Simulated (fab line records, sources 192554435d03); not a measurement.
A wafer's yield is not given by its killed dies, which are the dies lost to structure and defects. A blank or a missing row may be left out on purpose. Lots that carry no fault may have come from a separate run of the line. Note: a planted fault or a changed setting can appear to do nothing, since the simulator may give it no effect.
Lot-split experiment    flow n5Finfet    on a route of 1938 steps: 7 lots, 21 wafers read

THE SPLIT ITSELF
At N5_BEOL_M5_ETCH_62 (etches SOC in N2/H2, target depth 75 nm, overetch 15 nm, time 112.5 s), the setting sourceW was moved away from the recipe's 840 W on 10 of the 21 wafers read, by -17.9% to +16.9%. For the rest of the wafers, this setting stayed at what the recipe calls for.

The reading comes from the split's own step.

THE READING
rfVppV, in V, at N5_BEOL_M5_ETCH_62 (etches SOC in N2/H2, target depth 75 nm, overetch 15 nm, time 112.5 s). Fault-free wafers of this fab line usually give 523.7 V, standard deviation 2.6 V.

wafer   tool, chamber at the split  sourceW as run, W  against the recipe  rfVppV, V  against lot-mates on the recipe
L074.1  rieDiel-01, 0               840                recipe              521.7      -
L074.2  rieDiel-01, 3               840                recipe              520.0      -
L074.5  rieDiel-01, 3               840                recipe              520.1      -
L082.2  rieDiel-02, 2               840                recipe              523.5      -
L082.5  rieDiel-02, 3               840                recipe              520.5      -
L082.6  rieDiel-02, 2               840                recipe              522.7      -
L084.4  rieDiel-05, 0               957.6              +14.0%              505.8      no lot-mate on the recipe
L084.5  rieDiel-05, 2               957.6              +14.0%              505.9      no lot-mate on the recipe
L084.6  rieDiel-05, 1               957.6              +14.0%              498.5      no lot-mate on the recipe
L086.1  rieDiel-05, 1               840                recipe              520.7      -
L086.4  rieDiel-05, 3               840                recipe              525.0      -
L086.5  rieDiel-05, 0               840                recipe              528.4      -
L091.1  rieDiel-05, 2               981.6              +16.9%              500.0      -25.1
L091.4  rieDiel-05, 3               840                recipe              525.1      -
L091.5  rieDiel-05, 0               981.6              +16.9%              502.2      -22.9
L092.3  rieDiel-05, 2               890                +6.0%               516.2      -9.1
L092.5  rieDiel-05, 2               890                +6.0%               516.1      -9.2
L092.6  rieDiel-05, 3               840                recipe              525.3      -
L093.3  rieDiel-05, 2               689.9              -17.9%              561.8      no lot-mate on the recipe
L093.4  rieDiel-05, 0               689.9              -17.9%              563.1      no lot-mate on the recipe
L093.6  rieDiel-05, 1               689.9              -17.9%              555.3      no lot-mate on the recipe

THE FIT
A straight line over all 21 wafers: rfVppV changes by -1.7 V for each +1% of sourceW; r = -0.98; the points scatter about the line by 4.1 V.
The same after taking each lot's own level away (the mean of its wafers on the recipe; 15 wafers): -1.43 V for each +1%; r = -0.98; scatter 1.7 V.
Per that fit: largest sourceW move, reading shift of 26 V.
The span of the lots' own levels, 520.60 to 525.30 V, comes to 1.8 times the standard deviation stated above.
In other words, the slope is changed by the lot-to-lot level; the two fits disagree.
Check: with one of the wafers moved furthest among these (+16.9%) left out of the fit, the line predicts -23.5 V for it against its lot-mates. It came out at -25.1 V against them.
Tool readings at the split's step, against how far the setting was moved: rfVppV r = -0.98.

THE OTHER SPLITS THESE WAFERS WENT THROUGH
Other splits were also applied to these wafers ahead of the reading. Each is held against what the fit with the lots' levels taken away leaves over:
other split on the same wafers  wafers away from the commonest value  r with rfVppV (lot level and that fit taken away)
N5_BEOL_M4_ETCH_64 biasW        9                                     -0.21
N5_BEOL_M4_COAT_22 spinRpm      4                                     -0.19
N5_BEOL_M5_COAT_05 spinRpm      9                                     +0.47

THE FILE'S OWN FIT
rfVppV changes by -1.43 V for each +1% of sourceW, r = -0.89.
